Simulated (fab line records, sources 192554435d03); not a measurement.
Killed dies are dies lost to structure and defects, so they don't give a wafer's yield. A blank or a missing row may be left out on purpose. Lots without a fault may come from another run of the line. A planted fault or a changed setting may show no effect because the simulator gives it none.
Split-lot experiment | flow n5_finfet | 7 lots, 21 wafers read, on a route of 1938 steps

THE SPLIT
At N5_WELL_APT_EXPOSE_22 (exposes mask PWELL, defocus 0 nm, target cd 200 nm), the setting dose_mj was moved away from the recipe's 23.2 on 7 of the 21 wafers read, by -6.9% to -2.7%. The other wafers ran this setting at the recipe's value.

FROM THE SPLIT TO THE READING: what the file shows between them, 3 steps
- N5_WELL_APT_PEB_23: peb time 90 s (also split here: peb_time_s)
- N5_WELL_APT_DEVELOP_24: develop time 45 s
- N5_WELL_APT_HARDBAKE_29: time 120 s

THE READING
cd_nm, in nm, at N5_WELL_APT_CD_MEAS_25 (target cd 200 nm). Fault-free wafers of this fab line usually give 199.7 nm, standard deviation 1.7 nm.

wafer  | tool, chamber at the split | dose_mj as run | against the recipe | cd_nm, nm | against lot-mates on the recipe
L079.1 | krf_scanner-01, 0          | 23.2           | recipe             | 199.2     | -
L079.3 | krf_scanner-01, 0          | 23.2           | recipe             | 199.7     | -
L079.5 | krf_scanner-01, 0          | 23.2           | recipe             | 200.6     | -
L082.2 | krf_scanner-01, 0          | 21.93          | -5.5%              | 192.8     | -16.6
L082.4 | krf_scanner-01, 0          | 23.2           | recipe             | 209.3     | -
L082.5 | krf_scanner-01, 0          | 23.2           | recipe             | 209.5     | -
L087.1 | krf_scanner-01, 0          | 21.61          | -6.9%              | 181.6     | -15.0
L087.3 | krf_scanner-01, 0          | 23.2           | recipe             | 196.6     | -
L087.4 | krf_scanner-01, 0          | 21.61          | -6.9%              | 187.8     | -8.8
L091.3 | krf_scanner-01, 0          | 23.2           | recipe             | 198.1     | -
L091.4 | krf_scanner-01, 0          | 23.2           | recipe             | 200.1     | -
L091.5 | krf_scanner-01, 0          | 23.2           | recipe             | 199.2     | -
L093.1 | krf_scanner-02, 0          | 22.58          | -2.7%              | 195.9     | -5.5
L093.2 | krf_scanner-02, 0          | 22.58          | -2.7%              | 187.6     | -13.8
L093.4 | krf_scanner-02, 0          | 23.2           | recipe             | 201.4     | -
L094.1 | krf_scanner-01, 0          | 23.2           | recipe             | 203.6     | -
L094.2 | krf_scanner-01, 0          | 22.16          | -4.5%              | 192.4     | -11.2
L094.6 | krf_scanner-01, 0          | 22.16          | -4.5%              | 194.5     | -9.1
L096.2 | krf_scanner-01, 0          | 23.2           | recipe             | 205.1     | -
L096.4 | krf_scanner-01, 0          | 23.2           | recipe             | 199.5     | -
L096.5 | krf_scanner-01, 0          | 23.2           | recipe             | 204.8     | -

THE FIT
A straight line over all 21 wafers: cd_nm changes by +2.3 nm for each +1% of dose_mj; r = +0.82; the points scatter about the line by 4.1 nm.
The same after taking each lot's own level away (the mean of its wafers on the recipe; 21 wafers): +2.15 nm for each +1%; r = +0.89; scatter 2.8 nm.
On that fit, the largest move of dose_mj shifts the reading by 15 nm.
The lots' own levels span 196.60 to 209.40 nm, that is 7.5 times the standard deviation above.
So the lot-to-lot level changes the slope little: the two slopes agree.
Check: with one of the wafers moved furthest among these (-6.9%) left out of the fit, the line predicts -15.2 nm for it against its lot-mates. It came out at -15 nm against them.

OTHER SPLITS ON THESE WAFERS
These wafers also went through other splits before the reading. Each is held against what the fit with the lots' levels taken away leaves over:
other split on the same wafers | wafers away from the commonest value | r with cd_nm (lot level and that fit taken away)
N5_WELL_APT_PEB_23 peb_time_s  | 10                                   | +0.37

THE WHOLE CHAIN: every reading that the file lists as answering this split, in the file's order
step                   | what it does             | reading                                                         | change (the file's fit)              | r (the file's)
N5_WELL_APT_CD_MEAS_25 | target cd 200 nm         | cd_nm                                                           | +2.34 nm for each +1% of the setting | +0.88
N5_WELL_APT_DESCUM_30  | chemistry O2, time 7.9 s | WELL_APT.cd_nm (the simulator's own value, which no gauge read) | +2.34 nm for each +1% of the setting | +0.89

THE FILE'S OWN FIT
cd_nm changes by +2.34 nm for each +1% of dose_mj, r = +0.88.
